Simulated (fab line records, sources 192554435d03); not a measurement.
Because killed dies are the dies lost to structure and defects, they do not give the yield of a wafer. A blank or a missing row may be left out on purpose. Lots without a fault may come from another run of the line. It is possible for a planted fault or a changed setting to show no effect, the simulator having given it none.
Matching of chambers ; flow n5Finfet ; N5_BEOL_M5_DESCUM_16 on rieDiel-01 has 4 sister chambers
The step chemistry O2, time 7 s. 8 wafers are shown with their chamber, then 9 later ones without.

== EACH WAFER AND ITS CHAMBER ==
wafer;chamber;showerheadPlenumPTorr (Torr);throttleValvePct (%)
L081.6;2;2.03;20.63
L091.6;3;2.08;20.34
L092.1;0;2.16;20.47
L092.2;3;2.08;20.35
L092.5;1;2.01;20.11
L093.1;0;2.16;20.47
L093.2;2;2.02;20.66
L093.5;1;2.01;20.11

== WAFERS WITH NO CHAMBER GIVEN ==
wafer;showerheadPlenumPTorr (Torr);throttleValvePct (%)
L094.1;2.16;20.48
L094.2;2.01;20.11
L094.4;2.02;20.64
L095.1;2.08;20.33
L095.3;2.01;20.13
L095.6;2.02;20.66
L096.2;2.08;20.35
L096.5;2.02;20.66
L096.6;2.08;20.34

== WHICH CHAMBER EACH ONE RAN IN ==
wafer;from the rows above;in truth
L094.1;0;0
L094.2;1;1
L094.4;2;2
L095.1;3;3
L095.3;1;1
L095.6;2;2
L096.2;3;3
L096.5;2;2
L096.6;3;3
Correct placement for 9 of the 9. From these rows, 0 cannot be placed. Wrongly placed: 0.
How it was worked out, from the rows above alone: a wafer's distance from a chamber is the root of the sum, over the readings, of the square of ((its reading less the chamber's mean) divided by the reading's scatter). If the next closest chamber is less than 2 further off than the closest, the wafer can't be placed; otherwise it belongs to the closest. Each chamber's mean is taken over the wafers shown for it. The scatter: the root of (the sum of the squares of (reading less its chamber's mean) over the shown wafers, divided by (wafers less chambers)).
